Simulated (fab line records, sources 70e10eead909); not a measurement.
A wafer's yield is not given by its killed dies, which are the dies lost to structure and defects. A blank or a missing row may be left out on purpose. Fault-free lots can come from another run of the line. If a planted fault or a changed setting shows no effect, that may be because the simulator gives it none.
fab line records	flow nand-harc
[record] lots = 12	wafers = 36	last-day = 24
route steps=1159 shown P_GATE@146 P_CONTACT@219 END@1159
lots that met no fault: from a run of the same line without faults
start-h: hours from the record's opening day to when the first of the lot's shown wafers began	wait-h: hours elapsed since this lot's preceding step	" identical to the entry in the row above	L1.1+2: a row that stands for several wafers	- no value, or no start was given	* or withheld: withheld	< > ~ a bound
route shown NAME@n: a module of which the file shows steps, and the number in the route of the first	usual: mean and standard deviation over wafers with no fault	same: alike in all rows	chamber/n: place in a boat	sites: each site's reading	_std_site: standard deviation across them	_edge_site: outer sites' mean less inner sites'	radius-mm: how far each site lies from the wafer's centre	mask NAME#n: copy n	behind: the most recent tool/chamber to have shaped the wafer	hold: why the lot went on hold/how many hours it stayed there/how the hold came to an end	device: the transistor (n, p or np) that didn't switch	end of line: the route-end tests of the same wafers	step lacking rows: just its recipe	killed: dies that structure and defects cost at the first sort, which is not the same as the wafer's yield	map: a wafer's dies, marking killed ones x, the rest . and places with no die _
set.NAME: the run value of the setting; set.NAME@STEP: its run value at that earlier step	model.NAME: the simulator's own value behind a step, which no gauge read
one table for each step of the route and one row for each wafer, over a sample of lots
services: a tool's chamber out of use, with start hour (start-h, from the record's first day; less than 0 if before it), hours out, and reason
[[steps]]
[step NHARC_P_GATE_HM_OPEN_105]
[recipe] target-depth-a = 3600	o2-flow-sccm = 400	cos-flow-sccm = 20	ar-flow-sccm = 0	rf-w = 500	bias-w = 300	chemistry = O2/COS
[usual] drypump-motor-current-A = 5.5/0.35	oes-product-au = 0.998/0.011	rf-vpp-V = 468/3.1	showerhead-plenum-p-Torr = 3.15/0.15	throttle-valve-pct = 28.330/0.009
lot.wafer	tool	chamber	start-h	wait-h	drypump-motor-current-A	oes-product-au	rf-hours-counter-h	rf-vpp-V	showerhead-plenum-p-Torr	throttle-valve-pct
L749.2	rie-diel-07	0	100	-	5.1	1.012	8	468	3.21	28.320
L749.3	"	1	"	"	5.5	1.009	7	471	3.32	28.316
L749.6	"	1	"	"	5.5	1.007	-	471	3.32	28.319
L750.2	rie-diel-03	0	106	-	5.5	1.008	23	466	3.11	28.334
L750.3	"	2	"	"	4.7	1.004	24	469	3.26	28.344
L750.5	"	0	"	"	5.5	1.000	-	465	3.11	28.324
L751.3	rie-diel-06	2	111	-	5.6	1.024	17	464	2.92	28.344
L751.2	"	1	"	"	5.0	0.995	17	466	3.07	28.337
L751.5	"	2	"	"	5.5	1.023	-	462	2.92	28.340
L752.3	rie-diel-06	3	119	-	6.1	0.982	12	464	2.98	28.338
L752.4	"	0	"	"	5.7	1.005	18	466	3.00	28.326
L752.5	"	2	"	"	5.6	1.018	-	462	2.92	28.331
L753.2	rie-diel-03	1	119	-	6.3	0.999	29	468	3.22	28.319
L753.6	"	3	"	"	5.5	0.975	-	465	2.92	28.327
L753.5	"	0	"	"	5.5	1.002	-	468	3.11	28.336
L754.4	rie-diel-07	0	128	-	5.1	1.001	12	469	3.21	28.341
L754.2	"	2	"	"	5.4	0.995	15	469	3.21	28.333
L754.6	"	0	"	"	5.0	1.003	-	468	3.21	28.345
L759.1	rie-diel-06	2	168	-	5.6	1.005	39	464	2.91	28.322
L759.3	"	3	"	"	6.1	0.982	28	464	2.98	28.329
L759.4	"	0	"	"	5.7	1.006	33	465	2.99	28.347
L764.3	rie-diel-07	1	191	-	5.5	1.008	25	472	3.31	28.313
L764.2	"	2	"	"	5.5	0.987	28	468	3.21	28.329
L764.6	"	0	"	"	5.1	1.003	-	469	3.20	28.313
L765.3	rie-diel-07	0	192	-	5.1	1.000	24	469	3.20	28.324
L765.2	"	1	"	"	5.5	0.992	25	471	3.31	28.323
L765.6	"	1	"	"	5.5	0.994	-	472	3.31	28.338
L767.3	rie-diel-07	2	203	-	5.5	1.003	32	470	3.20	28.337
L767.4	"	0	"	"	5.0	1.014	27	467	3.20	28.323
L767.5	"	1	"	"	5.5	1.008	-	471	3.31	28.326
L768.1	rie-diel-07	3	217	-	5.6	0.998	31	470	3.32	28.333
L768.2	"	1	"	"	5.5	0.999	30	470	3.31	28.324
L768.4	"	0	"	"	5.1	0.996	-	470	3.20	28.332
L769.3	rie-diel-07	0	225	-	5.1	1.008	31	468	3.20	28.332
L769.6	"	1	"	"	5.5	0.994	-	470	3.31	28.315
L769.5	"	2	"	"	5.4	0.988	-	470	3.20	28.320
[step NHARC_P_GATE_CD_MEAS_33]
[usual] cd-nm = 119.2/2.9
lot.wafer	tool	chamber	start-h	wait-h	cd-nm
L749.2	cd-sem-01	-	101.30	-	119.1
L749.3	"	-	"	"	116.0
L749.6	"	-	"	"	118.6
L750.2	cd-sem-02	-	106.70	-	119.9
L750.3	"	-	"	"	119.7
L750.5	"	-	"	"	120.0
L751.2	cd-sem-02	-	111.70	-	120.7
L751.3	"	-	"	"	123.1
L751.5	"	-	"	"	123.5
L752.3	cd-sem-01	-	119.65	-	121.1
L752.4	"	-	"	"	121.0
L752.5	"	-	"	"	124.1
L753.2	cd-sem-03	-	120.37	-	119.3
L753.5	"	-	"	"	119.0
L753.6	"	-	"	"	120.3
L754.2	cd-sem-02	-	129.20	-	122.2
L754.4	"	-	"	"	117.4
L754.6	"	-	"	"	117.3
L759.1	cd-sem-03	-	169.06	-	120.6
L759.3	"	-	"	"	119.2
L759.4	"	-	"	"	124.4
L764.2	cd-sem-02	-	192.56	-	119.5
L764.3	"	-	"	"	120.4
L764.6	"	-	"	"	113.9
L765.2	cd-sem-01	-	193.18	-	122.7
L765.3	"	-	"	"	117.3
L765.6	"	-	"	"	119.4
L767.3	cd-sem-02	-	204.04	-	121.9
L767.4	"	-	"	"	120.3
L767.5	"	-	"	"	119.5
L768.1	cd-sem-01	-	217.93	0.2	114.6
L768.2	"	-	"	"	120.8
L768.4	"	-	"	"	118.1
L769.3	cd-sem-01	-	225.93	-	116.3
L769.5	"	-	"	"	116.5
L769.6	"	-	"	"	118.3
[step NHARC_P_GATE_ETCHBACK_37]
[recipe] target-depth-a = 345	time-s = 17.2	chf3-flow-sccm = 50	o2-flow-sccm = 10	ar-flow-sccm = 200	rf-w = 500	bias-w = 200	chemistry = CHF3/O2
[usual] drypump-motor-current-A = 5.5/0.42	oes-product-au = 0.95/0.037	rf-vpp-V = 370.8/2.5	showerhead-plenum-p-Torr = 2.41/0.11	throttle-valve-pct = 20.572/0.01
lot.wafer	tool	chamber	start-h	wait-h	drypump-motor-current-A	oes-product-au	rf-hours-counter-h	rf-vpp-V	showerhead-plenum-p-Torr	throttle-valve-pct
L749.3	rie-diel-06	3	-	-	6.1	0.92	10	367.5	2.29	20.571
L749.2	"	2	"	"	5.6	0.95	18	368.4	2.25	20.567
L749.6	"	0	"	"	5.6	0.93	-	370.2	2.30	20.570
L750.2	rie-diel-07	1	-	-	5.5	0.94	11	374.5	2.56	20.576
L750.3	"	3	"	"	5.6	0.92	13	374.9	2.56	20.576
L750.5	"	2	"	"	5.4	0.92	-	371.5	2.47	20.594
L751.2	rie-diel-06	2	-	-	5.6	0.96	20	365.3	2.24	20.586
L751.3	"	3	"	"	6.1	0.91	13	368.9	2.29	20.567
L751.5	"	1	"	"	5.0	0.95	-	369.5	2.36	20.592
L753.2	rie-diel-06	3	-	-	6.1	1.00	15	368.9	2.29	20.569
L753.6	"	1	"	"	5.0	1.01	-	370.2	2.36	20.578
L753.5	"	2	"	"	5.5	1.02	-	365.5	2.24	20.562
L752.4	rie-diel-03	0	-	-	5.5	0.99	30	370.0	2.39	20.560
L752.3	"	2	"	"	4.7	1.00	31	372.1	2.51	20.579
L752.5	"	3	"	"	5.5	0.99	-	366.8	2.24	20.570
L754.2	rie-diel-03	3	-	-	5.5	0.99	31	366.1	2.24	20.571
L754.4	"	1	"	"	6.3	1.02	35	371.1	2.48	20.557
L754.6	"	3	"	"	5.5	0.99	-	367.6	2.24	20.549
L759.1	rie-diel-03	3	-	-	5.5	1.00	44	367.6	2.24	20.579
L759.4	"	0	"	"	5.5	1.00	46	368.8	2.38	20.591
L759.3	"	1	"	"	6.3	1.00	49	372.5	2.47	20.554
L764.2	rie-diel-07	1	-	-	5.5	0.93	28	373.0	2.55	20.588
L764.3	"	3	"	"	5.6	0.91	29	374.5	2.55	20.580
L764.6	"	0	"	"	5.1	0.93	-	371.0	2.46	20.578
L765.2	rie-diel-03	0	-	-	5.5	0.99	57	369.6	2.38	20.576
L765.3	"	3	"	"	5.5	0.99	56	365.9	2.23	20.582
L765.6	"	1	"	"	6.3	1.00	-	372.0	2.47	20.581
L767.4	rie-diel-03	3	-	-	5.5	0.99	61	367.9	2.23	20.596
L767.3	"	1	"	"	6.3	1.00	65	371.4	2.47	20.568
L767.5	"	0	"	"	5.5	1.00	-	371.4	2.38	20.586
L768.2	rie-diel-06	1	-	-	5.0	0.99	62	368.5	2.34	20.576
L768.1	"	2	"	"	5.5	1.01	62	367.0	2.23	20.580
L768.4	"	0	"	"	5.7	1.00	-	370.4	2.29	20.575
L769.3	rie-diel-03	3	-	-	5.5	0.99	4	374.9	2.60	20.563
L769.5	"	3	"	"	5.5	0.98	-	375.3	2.60	20.572
L769.6	"	0	"	"	5.5	0.98	-	369.9	2.37	20.581
[step NHARC_P_GATE_INSPECT_68]
[usual] raw-defect-count = 222/77
lot.wafer	tool	chamber	start-h	wait-h	raw-defect-count
L749.2	defect-inspect-02	-	121.12	0.1	159
L749.3	"	-	"	"	159
L749.6	"	-	"	"	154
L750.2	defect-inspect-02	-	127.72	0.2	152
L750.3	"	-	"	"	259
L750.5	"	-	"	"	195
L751.2	defect-inspect-02	-	129.05	0.1	183
L751.3	"	-	"	"	229
L751.5	"	-	"	"	250
L753.2	defect-inspect-02	-	138.06	0.1	270
L753.5	"	-	"	"	208
L753.6	"	-	"	"	274
L752.3	defect-inspect-01	-	138.90	0.1	226
L752.4	"	-	"	"	208
L752.5	"	-	"	"	182
L754.2	defect-inspect-02	-	146.89	0.1	238
L754.4	"	-	"	"	186
L754.6	"	-	"	"	247
L759.1	defect-inspect-02	-	187.28	0.2	188
L759.3	"	-	"	"	1022
L759.4	"	-	"	"	176
L764.2	defect-inspect-02	-	211.15	0.1	257
L764.3	"	-	"	"	254
L764.6	"	-	"	"	315
L765.2	defect-inspect-01	-	212.10	0.1	193
L765.3	"	-	"	"	320
L765.6	"	-	"	"	417
L767.3	defect-inspect-02	-	221.89	0.1	110
L767.4	"	-	"	"	112
L767.5	"	-	"	"	192
L768.1	defect-inspect-01	-	237.86	0.2	173
L768.2	"	-	"	"	248
L768.4	"	-	"	"	195
L769.3	defect-inspect-01	-	243.58	0.1	210
L769.5	"	-	"	"	417
L769.6	"	-	"	"	343
[step NHARC_P_CONTACT_CMP_01]
[recipe] target-thk-nm = 200	material = SiO2
[usual] motor-current-A = 11.9/1.3
lot.wafer	tool	chamber	start-h	wait-h	motor-current-A
L749.2	cmp-01	3	122.13	-	13.9
L749.3	"	0	"	"	10.6
L749.6	"	2	"	"	11.7
L750.3	cmp-01	2	128.61	-	11.6
L750.2	"	3	"	"	13.6
L750.5	"	2	"	"	11.1
L751.2	cmp-04	3	129.83	-	12.3
L751.3	"	2	"	"	10.2
L751.5	"	0	"	"	11.9
L753.2	cmp-04	0	138.84	-	11.6
L753.5	"	0	"	"	12.3
L753.6	"	1	"	"	11.7
L752.4	cmp-01	2	139.68	-	11.1
L752.3	"	3	"	"	13.9
L752.5	"	3	"	"	14.7
L754.2	cmp-02	1	148.05	-	12.0
L754.4	"	2	"	"	13.7
L754.6	"	1	"	"	11.7
L759.3	cmp-02	0	188.53	-	9.9
L759.4	"	1	"	"	12.0
L759.1	"	2	"	"	13.1
L764.2	cmp-01	2	211.98	-	11.9
L764.3	"	3	"	"	14.3
L764.6	"	0	"	"	11.0
L765.3	cmp-01	1	212.91	-	11.9
L765.2	"	2	"	"	11.8
L765.6	"	1	"	"	11.9
L767.4	cmp-02	1	222.72	-	11.0
L767.3	"	2	"	"	13.7
L767.5	"	3	"	"	10.6
L768.2	cmp-04	3	238.64	-	12.3
L768.1	"	1	"	"	11.8
L768.4	"	2	"	"	10.1
L769.3	cmp-01	2	244.36	-	11.9
L769.5	"	2	"	"	12.0
L769.6	"	3	"	"	14.4
[step NHARC_END_SORT_01]
[recipe] temp-c = 25
[usual] killed-at-array = 21/8.9	killed-at-other = 0.8/1.3	killed-at-periphery = 3.6/2.4	killed-dies = 26/8.9	killed-open = 3.1/1.8	killed-short = 1.9/1.3
[same] gross-dies = 677
lot.wafer	tool	chamber	start-h	wait-h	killed-at-array	killed-at-other	killed-at-periphery	killed-dies	killed-open	killed-short
L759.1	prober-02	0	528.56	2.5	24	0	4	28	3	4
L759.3	prober-02	0	530.17	3.1	20	2	38	60	6	1
L759.4	prober-02	0	530.97	3.4	13	1	5	19	6	2
// killed by level:class
L759.1 A_SLIT:chamber-film-flake=11 A_CHANNEL_HOLE_D1:chamber-film-flake=4 A_WL_FILL:geometric-particle:short=2 P_STI:chamber-film-flake=2 P_M0:geometric-particle:open=1 A_CHANNEL_FILL_D1:geometric-particle:open=1 A_CHANNEL_FILL_D1:geometric-particle:short=1 A_SGD_CUT:geometric-particle:open=1
L759.3 P_GATE:unspecified=34 A_SLIT:chamber-film-flake=11 A_CONTACT:geometric-particle:open=3 A_CONTACT:chamber-film-flake=3 P_CONTACT:geometric-particle:open=2 A_CHANNEL_HOLE_D1:chamber-film-flake=2 THIN_TSV:chamber-film-flake=2 P_GATE:geometric-particle:open=1
L759.4 A_SLIT:chamber-film-flake=5 A_WL_FILL:geometric-particle:open=2 P_CONTACT:geometric-particle:open=1 P_CONTACT:geometric-particle:short=1 P_M1:geometric-particle:open=1 A_ONON_D1:geometric-particle:short=1 A_CONTACT:geometric-particle:open=1 A_M1:geometric-particle:open=1
[[services]]
tool	chamber	start-h	hours	kind
rie-diel-07	1	77.31	5.8	repair
cmp-01	-	81.50	4.0	pm
rie-diel-07	0	84.71	-	clean
rie-diel-07	1	84.71	-	clean
rie-diel-07	2	84.71	-	clean
cmp-01	-	85.74	1.0	repair
cmp-02	-	98.02	12.2	repair
rie-diel-06	3	99.58	9.5	repair
cmp-04	-	105.00	4.0	pm
cmp-01	-	111.17	0.4	repair
cmp-02	-	128.50	4.0	pm
cmp-01	-	133.87	1.8	repair
cmp-02	-	167.06	1.8	repair
cmp-01	-	179.50	4.0	pm
cmp-04	-	203.00	4.0	pm
rie-diel-06	-	209.21	0.9	repair
rie-diel-06	3	214.06	39.4	repair
cmp-04	-	214.40	0.7	repair
rie-diel-03	-	215.83	9.0	pm
cmp-02	-	226.50	4.0	pm
rie-diel-07	-	228.21	9.0	pm
cmp-04	-	228.49	3.0	repair
cmp-02	-	236.21	0.5	repair
rie-diel-06	-	241.51	9.0	pm
[[key]]
[first-sign] step = NHARC_P_GATE_INSPECT_68	reading = raw-defect-count	direction = up	sigmas = 10	usual = 222	struck = 1022
[effect] step = NHARC_END_SORT_01	reading = killed-at-periphery	direction = up	sigmas = 14	usual = 3.6	struck = 38
[more-kills-born-at] NHARC_P_GATE_HM_OPEN_105@rie-diel-06 = 34
met-at NHARC_P_GATE_HM_OPEN_105
struck-lots L759
struck-wafers L759.3
tester-left-out L759
not-acting-at NHARC_P_GATE_CD_MEAS_33,NHARC_P_GATE_ETCHBACK_37,NHARC_P_CONTACT_CMP_01
onset-between 119 168
[fault] kind = chamber-particle-source	tool = rie-diel-06	chamber = 3	onset-h = 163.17	steps = NHARC_P_GATE_HM_OPEN_105	rate-per-visit-cm2 = 1.091	end-h = 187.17
// tester-left-out: of these lots the tester's yield and bins aren't shown, on N5 and GAA mostly nor the transistor test; their killed dies are dies lost to structure and defects alone, not to doping, threshold or leakage, so they don't give the yield
